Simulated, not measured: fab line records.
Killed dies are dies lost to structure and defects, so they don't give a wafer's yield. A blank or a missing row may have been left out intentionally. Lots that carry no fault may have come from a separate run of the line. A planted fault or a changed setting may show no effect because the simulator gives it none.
Matching of chambers + flow nand_harc + ald_hk-01 running NHARC_A_CHANNEL_FILL_D1_ALD_14: 4 sister chambers
The step deposits SiO2, target thk 2.5 nm, pulse time 10 s, ald cycles 25. 18 wafers are shown with their chamber, then 9 later ones without.

== WAFERS, EACH WITH ITS CHAMBER ==
| wafer  | chamber | heater_power_outer_w (W) | heater_power_w (W) | precursor_pulse_height_rel |
|--------|---------|--------------------------|--------------------|----------------------------|
| L080.1 | 1       | 272                      | 483                | 0.984                      |
| L080.2 | 2       | 285                      | 468                | 1.025                      |
| L080.3 | 3       | 229                      | 408                | 0.960                      |
| L080.4 | 0       | 266                      | 476                | 0.989                      |
| L080.5 | 3       | 230                      | 419                | 0.999                      |
| L080.6 | 0       | 265                      | 473                | 1.017                      |
| L083.1 | 0       | 258                      | 458                | 1.020                      |
| L083.2 | 2       | 283                      | 484                | 0.990                      |
| L083.3 | 1       | 266                      | 479                | 0.986                      |
| L085.1 | 3       | 228                      | 412                | 0.986                      |
| L085.2 | 0       | 263                      | 471                | 1.006                      |
| L085.5 | 1       | 269                      | 474                | 0.998                      |
| L086.3 | 3       | 222                      | 416                | 1.031                      |
| L086.4 | 2       | 285                      | 490                | 0.983                      |
| L086.5 | 2       | 279                      | 481                | 0.991                      |
| L087.3 | 2       | 287                      | 491                | 1.010                      |
| L087.4 | 0       | 262                      | 470                | 0.978                      |
| L087.5 | 0       | 262                      | 470                | 0.986                      |

SIGNATURES, as means of the wafers listed above
| reading                    | chamber 0 | chamber 1 | chamber 2 | chamber 3 | scatter within a chamber |
|----------------------------|-----------|-----------|-----------|-----------|--------------------------|
| heater_power_outer_w       | 262.67    | 269.00    | 283.80    | 227.25    | 3.08                     |
| heater_power_w             | 469.67    | 478.67    | 482.80    | 413.75    | 6.77                     |
| precursor_pulse_height_rel | 0.99933   | 0.98933   | 0.99980   | 0.99400   | 0.0197                   |
Rule: distance of a wafer from a chamber = root of the sum over the readings of ((wafer's reading minus chamber's mean) / reading's scatter) squared. The wafer belongs to the nearest chamber; if the next one is less than 2 further off, it can't be placed. The scatter is the square root of a quotient: the sum, over the shown wafers, of each reading's squared deviation from its chamber's mean, divided by wafers minus chambers.

== WAFERS WITH NO CHAMBER GIVEN ==
| wafer  | heater_power_outer_w (W) | heater_power_w (W) | precursor_pulse_height_rel |
|--------|--------------------------|--------------------|----------------------------|
| L087.1 | 270                      | 473                | 1.009                      |
| L087.2 | 226                      | 423                | 0.980                      |
| L087.6 | 261                      | 480                | 1.016                      |
| L088.1 | 228                      | 416                | 1.019                      |
| L088.5 | 272                      | 490                | 1.004                      |
| L088.6 | 277                      | 475                | 0.979                      |
| L094.2 | 281                      | 488                | 1.004                      |
| L094.4 | 272                      | 478                | 1.007                      |
| L094.5 | 274                      | 476                | 1.013                      |

== EACH ONE'S CHAMBER ==
| wafer  | from the rows above          | in truth |
|--------|------------------------------|----------|
| L087.1 | can't be placed: 1 or 0      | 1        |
| L087.2 | 3                            | 3        |
| L087.6 | can't be placed: 0 or 1      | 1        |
| L088.1 | 3                            | 3        |
| L088.5 | can't be placed: 1 or 2      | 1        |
| L088.6 | can't be placed: 1 or 2      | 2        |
| L094.2 | 2                            | 2        |
| L094.4 | can't be placed: 1 or 0      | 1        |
| L094.5 | can't be placed: 1 or 2 or 0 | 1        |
Placed correctly: 3 of 9. Unplaceable from these rows: 6, with the true chamber sitting among the candidates in 6. Placed wrongly: 0.
